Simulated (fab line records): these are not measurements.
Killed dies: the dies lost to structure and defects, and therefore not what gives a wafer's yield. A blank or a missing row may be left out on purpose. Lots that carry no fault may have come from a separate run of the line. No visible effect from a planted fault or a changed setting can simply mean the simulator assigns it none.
Chamber matching    flow n5Finfet    4 sister chambers for N5_FIN_SAQP_MANDREL_ETCH_22 on rieSi-03
The step etches a-Si in HBr/Cl2, stops on SiNx, target depth 60 nm, bt time 10 s, time 30 s. 4 wafers are shown with their chamber, then 12 later ones without.

## EACH WAFER AND ITS CHAMBER
wafer   chamber  throttleValvePct (%)
L080.5  1        35.59
L089.1  2        35.01
L089.3  0        35.04
L089.4  3        35.23

## WAFERS MISSING THEIR CHAMBER
wafer   throttleValvePct (%)
L095.1  35.01
L095.3  35.27
L095.4  35.59
L096.1  35.23
L096.2  35.04
L096.3  35.61
L096.4  34.98
L096.5  35.58
L096.6  35.02
L097.3  35.27
L097.4  34.99
L097.6  35.57

## WHICH CHAMBER EACH WENT THROUGH
wafer   from the rows above      in truth
L095.1  can't be placed: 2 or 0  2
L095.3  3                        3
L095.4  1                        1
L096.1  3                        3
L096.2  can't be placed: 0 or 2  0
L096.3  1                        1
L096.4  can't be placed: 2 or 0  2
L096.5  1                        1
L096.6  can't be placed: 2 or 0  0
L097.3  3                        3
L097.4  can't be placed: 2 or 0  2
L097.6  1                        1
Correct placement for 7 of the 12. From these rows, 5 cannot be placed; in 5 the true chamber is one of the candidates. Wrongly placed: 0.
How it was worked out, from the rows above alone: a wafer's distance from a chamber is the root of the sum, over the readings, of the square of ((its reading less the chamber's mean) divided by the reading's scatter). If the next closest chamber is less than 2 further off than the closest, the wafer can't be placed; otherwise it belongs to the closest. A chamber's mean is the mean of its shown wafers. The scatter (one wafer shown for each chamber): square how far every hidden wafer sits from the nearest shown wafer, average those squares and take the square root.
